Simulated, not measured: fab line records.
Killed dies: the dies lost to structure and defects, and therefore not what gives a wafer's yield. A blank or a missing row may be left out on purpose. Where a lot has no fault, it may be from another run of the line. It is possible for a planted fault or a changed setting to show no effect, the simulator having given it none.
Which tool is to blame? :: flow nand harc :: Sampling: 11 lots, 33 wafers, 5 of 1302 route steps

## WHAT THE GAUGES SHOWED, per wafer
NHARC_END_SORT_01. Usual: killed at array 41, standard deviation 10; killed at other 0.8, standard deviation 0.91; killed at periphery 4.2, standard deviation 2.9; killed dies 46, standard deviation 10; killed open 3.5, standard deviation 2.1; killed short 2.5, standard deviation 1.6.
lot: L928
measured: day 31 19:32
on: prober-02
killed at array: 676 38 31
killed at other: 0 1 0
killed at periphery: 1 6 7
killed dies: 677 45 38
killed open: 2 6 1
killed short: 2 3 5
flag: OFF

## TOOL THAT RAN EACH LOT (tool first, then ch and the chambers of the sampled wafers, then the start)
lot: L910
NHARC_A_CONTACT_CVD_19: cvd w-02 ch 0,1, day 23 05:13 or earlier
NHARC_A_CONTACT_CMP_20: cmp-01 ch 2,3, day 23 05:13
NHARC_A_BLC_ETCH_16: rie diel-10 ch 0,1,3, day 23 06:26
NHARC_A_BLC_ETCH_17: rie diel-10 ch 0,1,2, no start

lot: L908
NHARC_A_CONTACT_CVD_19: cvd w-02 ch 0,1, day 23 07:32 or earlier
NHARC_A_CONTACT_CMP_20: cmp-03 ch 0,1,2, day 23 07:32
NHARC_A_BLC_ETCH_16: rie diel-11 ch 0,2,3, day 23 08:38
NHARC_A_BLC_ETCH_17: rie diel-11 ch 0,2, no start

lot: L911
NHARC_A_CONTACT_CVD_19: cvd w-02 ch 0,1, day 23 09:47 or earlier
NHARC_A_CONTACT_CMP_20: cmp-03 ch 1,3, day 23 09:47
NHARC_A_BLC_ETCH_16: rie diel-03 ch 0,2, day 23 10:59
NHARC_A_BLC_ETCH_17: rie diel-03 ch 0,3, no start

lot: L918
NHARC_A_CONTACT_CVD_19: cvd w-02 ch 0,1, day 25 21:39 or earlier
NHARC_A_CONTACT_CMP_20: cmp-02 ch 0,1,3, day 25 21:39
NHARC_A_BLC_ETCH_16: rie diel-03 ch 0,2, day 25 22:52
NHARC_A_BLC_ETCH_17: rie diel-03 ch 2,3, no start

lot: L916
NHARC_A_CONTACT_CVD_19: cvd w-01 ch 1, day 26 06:26 or earlier
NHARC_A_CONTACT_CMP_20: cmp-03 ch 1,2, day 26 06:26
NHARC_A_BLC_ETCH_16: rie diel-03 ch 0,1,3, day 26 07:37
NHARC_A_BLC_ETCH_17: rie diel-03 ch 2,3, no start

lot: L919
NHARC_A_CONTACT_CVD_19: cvd w-02 ch 0,1, day 27 01:30 or earlier
NHARC_A_CONTACT_CMP_20: cmp-02 ch 1,3, day 27 01:30
NHARC_A_BLC_ETCH_16: rie diel-03 ch 0,2,3, day 27 02:37
NHARC_A_BLC_ETCH_17: rie diel-03 ch 2,3, no start

lot: L924
NHARC_A_CONTACT_CVD_19: cvd w-02 ch 1, day 29 09:41 or earlier
NHARC_A_CONTACT_CMP_20: cmp-02 ch 0,1,2, day 29 09:41
NHARC_A_BLC_ETCH_16: rie diel-10 ch 1,2, day 29 10:50
NHARC_A_BLC_ETCH_17: rie diel-10 ch 0,3, no start

lot: L928
NHARC_A_CONTACT_CVD_19: cvd w-02 ch 0,1, day 29 23:37 or earlier
NHARC_A_CONTACT_CMP_20: cmp-03 ch 0,1,2, day 29 23:37
NHARC_A_BLC_ETCH_16: rie diel-03 ch 0,2,3, day 30 00:41
NHARC_A_BLC_ETCH_17: rie diel-03 ch 0,1,2, day 31 19:32 or earlier

lot: L931
NHARC_A_CONTACT_CVD_19: cvd w-02 ch 0,1, day 31 11:53 or earlier
NHARC_A_CONTACT_CMP_20: cmp-03 ch 1,2,3, day 31 11:53
NHARC_A_BLC_ETCH_16: rie diel-10 ch 0,1,3, day 31 17:12
NHARC_A_BLC_ETCH_17: rie diel-10 ch 2,3, no start

lot: L930
NHARC_A_CONTACT_CVD_19: cvd w-01 ch 0, day 31 22:31 or earlier
NHARC_A_CONTACT_CMP_20: cmp-03 ch 2,3, day 31 22:31
NHARC_A_BLC_ETCH_16: rie diel-10 ch 0,2, day 32 00:48
NHARC_A_BLC_ETCH_17: rie diel-10 ch 0,1,3, no start

lot: L929
NHARC_A_CONTACT_CVD_19: cvd w-02 ch 0,1, day 32 08:04 or earlier
NHARC_A_CONTACT_CMP_20: cmp-01 ch 1,2, day 32 08:04
NHARC_A_BLC_ETCH_16: rie diel-03 ch 0,1,2, day 32 18:15
NHARC_A_BLC_ETCH_17: rie diel-03 ch 1,3, no start
- NHARC_A_CONTACT_CVD_19: deposits W, target thk 300 nm, time 802 s.
- NHARC_A_CONTACT_CMP_20: polishes, t overpolish 30 s, target thk 300 nm.
- NHARC_A_BLC_ETCH_16: etches the open film in CF4, target depth 39 nm, time 65 s.
- NHARC_A_BLC_ETCH_17: etches the open film in N2/H2, target depth 390 nm, time 609.38 s.

## WHAT THE TOOLS THEMSELVES READ (means of the sampled wafers that have a number; where no wafer has one, the mark that the record gives instead)
NHARC_A_CONTACT_CVD_19. Usual: heater power w 456 W, standard deviation 28; throttle valve pct 7.8 %, standard deviation 0.35.
lot: L910
tool: cvd w-02
heater power w (W): 453
throttle valve pct (%): 8.1
flag: 

lot: L908
tool: cvd w-02
heater power w (W): 463
throttle valve pct (%): 8.0
flag: 

lot: L911
tool: cvd w-02
heater power w (W): 453
throttle valve pct (%): 8.0
flag: 

lot: L918
tool: cvd w-02
heater power w (W): 451
throttle valve pct (%): 8.1
flag: 

lot: L916
tool: cvd w-01
heater power w (W): 472
throttle valve pct (%): 7.6
flag: 

lot: L919
tool: cvd w-02
heater power w (W): 448
throttle valve pct (%): 8.0
flag: 

lot: L924
tool: cvd w-02
heater power w (W): 412
throttle valve pct (%): 7.7
flag: 

lot: L928
tool: cvd w-02
heater power w (W): 434
throttle valve pct (%): 7.8
flag: 

lot: L931
tool: cvd w-02
heater power w (W): 433
throttle valve pct (%): 7.9
flag: 

lot: L930
tool: cvd w-01
heater power w (W): 464
throttle valve pct (%): 7.3
flag: 

lot: L929
tool: cvd w-02
heater power w (W): 457
throttle valve pct (%): 8.2
flag: 

NHARC_A_CONTACT_CMP_20. Usual: motor current A 11.8 A, standard deviation 1.1; overpolish run s 30.001 s, standard deviation 0.0091; slurry flow ml min 150.0, standard deviation 0.45; time to endpoint s 59.2 s, standard deviation 2.7.
lot: L910
tool: cmp-01
motor current A (A): 11.1
overpolish run s (s): 29.999
slurry flow ml min: 150.5
time to endpoint s (s): 55.2
flag: 

lot: L908
tool: cmp-03
motor current A (A): 12.0
overpolish run s (s): 30.003
slurry flow ml min: 150.0
time to endpoint s (s): 61.4
flag: 

lot: L911
tool: cmp-03
motor current A (A): 11.8
overpolish run s (s): 30.003
slurry flow ml min: 149.6
time to endpoint s (s): 59.2
flag: 

lot: L918
tool: cmp-02
motor current A (A): 11.9
overpolish run s (s): 30.002
slurry flow ml min: 150.4
time to endpoint s (s): 57.6
flag: 

lot: L916
tool: cmp-03
motor current A (A): 11.0
overpolish run s (s): 30.009
slurry flow ml min: 149.9
time to endpoint s (s): 60.3
flag: 

lot: L919
tool: cmp-02
motor current A (A): 12.6
overpolish run s (s): 30.007
slurry flow ml min: 149.9
time to endpoint s (s): 57.2
flag: 

lot: L924
tool: cmp-02
motor current A (A): 11.3
overpolish run s (s): 29.997
slurry flow ml min: 150.5
time to endpoint s (s): 58.5
flag: 

lot: L928
tool: cmp-03
motor current A (A): 11.8
overpolish run s (s): 30.001
slurry flow ml min: 150.1
time to endpoint s (s): 60.2
flag: 

lot: L931
tool: cmp-03
motor current A (A): 11.6
overpolish run s (s): 29.993
slurry flow ml min: 149.8
time to endpoint s (s): 62.6
flag: 

lot: L930
tool: cmp-03
motor current A (A): 11.0
overpolish run s (s): 30.016
slurry flow ml min: 149.9
time to endpoint s (s): 65.1
flag: 

lot: L929
tool: cmp-01
motor current A (A): 12.3
overpolish run s (s): 30.008
slurry flow ml min: 150.1
time to endpoint s (s): 56.8
flag: 

NHARC_A_BLC_ETCH_16. Usual: cf4 flow sccm 150.0 sccm, standard deviation 0.47; chamber pressure mTorr 50.00 mTorr, standard deviation 0.051; drypump motor current A 5.8 A, standard deviation 0.31; oes product au 0.996 a.u., standard deviation 0.0098; rf vpp V 151.2 V, standard deviation 0.99; run length s 86.43 s, standard deviation 0.29; showerhead plenum p Torr 1.76 Torr, standard deviation 0.044; throttle valve pct 13.284 %, standard deviation 0.0091.
lot: L910
tool: rie diel-10
cf4 flow sccm (sccm): 150.2
chamber pressure mTorr (mTorr): 50.01
drypump motor current A (A): 5.8
oes product au (a.u.): 0.982
rf vpp V (V): 151.0
run length s (s): 86.71
showerhead plenum p Torr (Torr): 1.78
throttle valve pct (%): 13.284
flag: 

lot: L908
tool: rie diel-11
cf4 flow sccm (sccm): 149.4
chamber pressure mTorr (mTorr): 50.00
drypump motor current A (A): 5.8
oes product au (a.u.): 1.011
rf vpp V (V): 152.1
run length s (s): 86.34
showerhead plenum p Torr (Torr): 1.81
throttle valve pct (%): 13.287
flag: 

lot: L911
tool: rie diel-03
cf4 flow sccm (sccm): 150.0
chamber pressure mTorr (mTorr): 50.00
drypump motor current A (A): 6.0
oes product au (a.u.): 0.998
rf vpp V (V): 152.6
run length s (s): 86.42
showerhead plenum p Torr (Torr): 1.80
throttle valve pct (%): 13.282
flag: 

lot: L918
tool: rie diel-03
cf4 flow sccm (sccm): 149.7
chamber pressure mTorr (mTorr): 49.99
drypump motor current A (A): 6.0
oes product au (a.u.): 1.003
rf vpp V (V): 151.8
run length s (s): 86.51
showerhead plenum p Torr (Torr): 1.80
throttle valve pct (%): 13.290
flag: 

lot: L916
tool: rie diel-03
cf4 flow sccm (sccm): 150.0
chamber pressure mTorr (mTorr): 50.02
drypump motor current A (A): 5.8
oes product au (a.u.): 0.991
rf vpp V (V): 151.1
run length s (s): 86.47
showerhead plenum p Torr (Torr): 1.73
throttle valve pct (%): 13.286
flag: 

lot: L919
tool: rie diel-03
cf4 flow sccm (sccm): 150.1
chamber pressure mTorr (mTorr): 50.02
drypump motor current A (A): 5.8
oes product au (a.u.): 0.992
rf vpp V (V): 151.2
run length s (s): 86.30
showerhead plenum p Torr (Torr): 1.76
throttle valve pct (%): 13.283
flag: 

lot: L924
tool: rie diel-10
cf4 flow sccm (sccm): 149.6
chamber pressure mTorr (mTorr): 49.99
drypump motor current A (A): 5.6
oes product au (a.u.): 0.996
rf vpp V (V): 151.4
run length s (s): 86.70
showerhead plenum p Torr (Torr): 1.78
throttle valve pct (%): 13.297
flag: 

lot: L928
tool: rie diel-03
cf4 flow sccm (sccm): 149.6
chamber pressure mTorr (mTorr): 50.07
drypump motor current A (A): 5.8
oes product au (a.u.): 0.993
rf vpp V (V): 151.2
run length s (s): 76.34
showerhead plenum p Torr (Torr): 1.76
throttle valve pct (%): 13.285
flag: OFF

lot: L931
tool: rie diel-10
cf4 flow sccm (sccm): 150.1
chamber pressure mTorr (mTorr): 50.00
drypump motor current A (A): 5.8
oes product au (a.u.): 0.998
rf vpp V (V): 151.5
run length s (s): 86.56
showerhead plenum p Torr (Torr): 1.77
throttle valve pct (%): 13.279
flag: 

lot: L930
tool: rie diel-10
cf4 flow sccm (sccm): 149.9
chamber pressure mTorr (mTorr): 49.93
drypump motor current A (A): 5.6
oes product au (a.u.): 0.993
rf vpp V (V): 150.7
run length s (s): 86.20
showerhead plenum p Torr (Torr): 1.75
throttle valve pct (%): 13.284
flag: 

lot: L929
tool: rie diel-03
cf4 flow sccm (sccm): 150.2
chamber pressure mTorr (mTorr): 50.01
drypump motor current A (A): 6.0
oes product au (a.u.): 0.999
rf vpp V (V): 150.7
run length s (s): 86.24
showerhead plenum p Torr (Torr): 1.77
throttle valve pct (%): 13.284
flag: 

NHARC_A_BLC_ETCH_17. Usual: value, then standard deviation, for each; chamber pressure mTorr 29.997 mTorr / 0.027; drypump motor current A 5.8 A / 0.3; oes product au 0.995 a.u. / 0.01; rf vpp V 430.2 V / 1.7; run length s 630.78 s / 0.29; showerhead plenum p Torr 2.03 Torr / 0.056; throttle valve pct 14.171 % / 0.0089.
lot: L910
tool: rie diel-10
chamber pressure mTorr (mTorr): 29.997
drypump motor current A (A): 5.6
oes product au (a.u.): 0.994
rf vpp V (V): 430.0
run length s (s): 630.52
showerhead plenum p Torr (Torr): 2.03
throttle valve pct (%): 14.178
flag: 

lot: L908
tool: rie diel-11
chamber pressure mTorr (mTorr): 29.986
drypump motor current A (A): 5.8
oes product au (a.u.): 1.011
rf vpp V (V): 431.1
run length s (s): 630.69
showerhead plenum p Torr (Torr): 2.08
throttle valve pct (%): 14.171
flag: 

lot: L911
tool: rie diel-03
chamber pressure mTorr (mTorr): 30.012
drypump motor current A (A): 5.7
oes product au (a.u.): 1.003
rf vpp V (V): 429.2
run length s (s): 630.70
showerhead plenum p Torr (Torr): 2.02
throttle valve pct (%): 14.164
flag: 

lot: L918
tool: rie diel-03
chamber pressure mTorr (mTorr): 29.976
drypump motor current A (A): 5.6
oes product au (a.u.): 0.984
rf vpp V (V): 429.8
run length s (s): 631.00
showerhead plenum p Torr (Torr): 2.00
throttle valve pct (%): 14.165
flag: 

lot: L916
tool: rie diel-03
chamber pressure mTorr (mTorr): 30.010
drypump motor current A (A): 5.6
oes product au (a.u.): 0.990
rf vpp V (V): 429.7
run length s (s): 631.04
showerhead plenum p Torr (Torr): 2.00
throttle valve pct (%): 14.168
flag: 

lot: L919
tool: rie diel-03
chamber pressure mTorr (mTorr): 30.023
drypump motor current A (A): 5.8
oes product au (a.u.): 1.000
rf vpp V (V): 430.0
run length s (s): 630.98
showerhead plenum p Torr (Torr): 2.04
throttle valve pct (%): 14.167
flag: 

lot: L924
tool: rie diel-10
chamber pressure mTorr (mTorr): 29.982
drypump motor current A (A): 5.8
oes product au (a.u.): 0.981
rf vpp V (V): 428.5
run length s (s): 630.57
showerhead plenum p Torr (Torr): 2.01
throttle valve pct (%): 14.168
flag: 

lot: L928
tool: rie diel-03
chamber pressure mTorr (mTorr): 29.989
drypump motor current A (A): 6.0
oes product au (a.u.): 0.996
rf vpp V (V): 429.9
run length s (s): 630.92
showerhead plenum p Torr (Torr): 2.04
throttle valve pct (%): 14.175
flag: 

lot: L931
tool: rie diel-10
chamber pressure mTorr (mTorr): 29.996
drypump motor current A (A): 5.8
oes product au (a.u.): 1.001
rf vpp V (V): 430.6
run length s (s): 630.63
showerhead plenum p Torr (Torr): 2.07
throttle valve pct (%): 14.180
flag: 

lot: L930
tool: rie diel-10
chamber pressure mTorr (mTorr): 30.019
drypump motor current A (A): 5.8
oes product au (a.u.): 0.989
rf vpp V (V): 430.9
run length s (s): 630.64
showerhead plenum p Torr (Torr): 2.05
throttle valve pct (%): 14.167
flag: 

lot: L929
tool: rie diel-03
chamber pressure mTorr (mTorr): 29.983
drypump motor current A (A): 5.7
oes product au (a.u.): 0.987
rf vpp V (V): 427.9
run length s (s): 630.78
showerhead plenum p Torr (Torr): 1.96
throttle valve pct (%): 14.181
flag: 

## THE ANSWER, worked out from the rows above alone
Rule: a lot counts as off when the mean over its wafers that have a number is more than 3 standard deviations away from the usual mean. Also off: a lot with no number at a reading for which 4 or more lots have one. Any other lot the step has rows for is counted as sound. First the gauges in route order, then the tools' own readings, where a lot's mean is used as printed above. The first step at which some lot is off is used, and at that step the reading that is off furthest; a lot without a number counts as furthest.
Off: L928, at NHARC_END_SORT_01 (killed at array). Neither off nor sound, because the step has no rows for them: L910, L908, L911, L918, L916, L919, L924, L931, L930, L929.
If a tool, at a process step before that reading, ran all the lots that are off and no sound lot after the first of them, it fits. The gauges at NHARC_END_SORT_01 aren't tried: what is off there is off at NHARC_A_BLC_ETCH_16 too, on other tools, and a gauge's error can't cause that. NHARC_A_CONTACT_CVD_19 gives no start for some lots, so the hours and the order of its lots are those of NHARC_A_CONTACT_CMP_20. NHARC_A_BLC_ETCH_17 gives no start for some lots, so the hours and the order of its lots are those of NHARC_END_SORT_01. Can't be told from this: 3 tools fit, cvd w-02 at NHARC_A_CONTACT_CVD_19, cmp-03 at NHARC_A_CONTACT_CMP_20, rie diel-03 at NHARC_A_BLC_ETCH_16 and NHARC_A_BLC_ETCH_17.

## WHAT WAS PUT IN BY THE SIMULATOR
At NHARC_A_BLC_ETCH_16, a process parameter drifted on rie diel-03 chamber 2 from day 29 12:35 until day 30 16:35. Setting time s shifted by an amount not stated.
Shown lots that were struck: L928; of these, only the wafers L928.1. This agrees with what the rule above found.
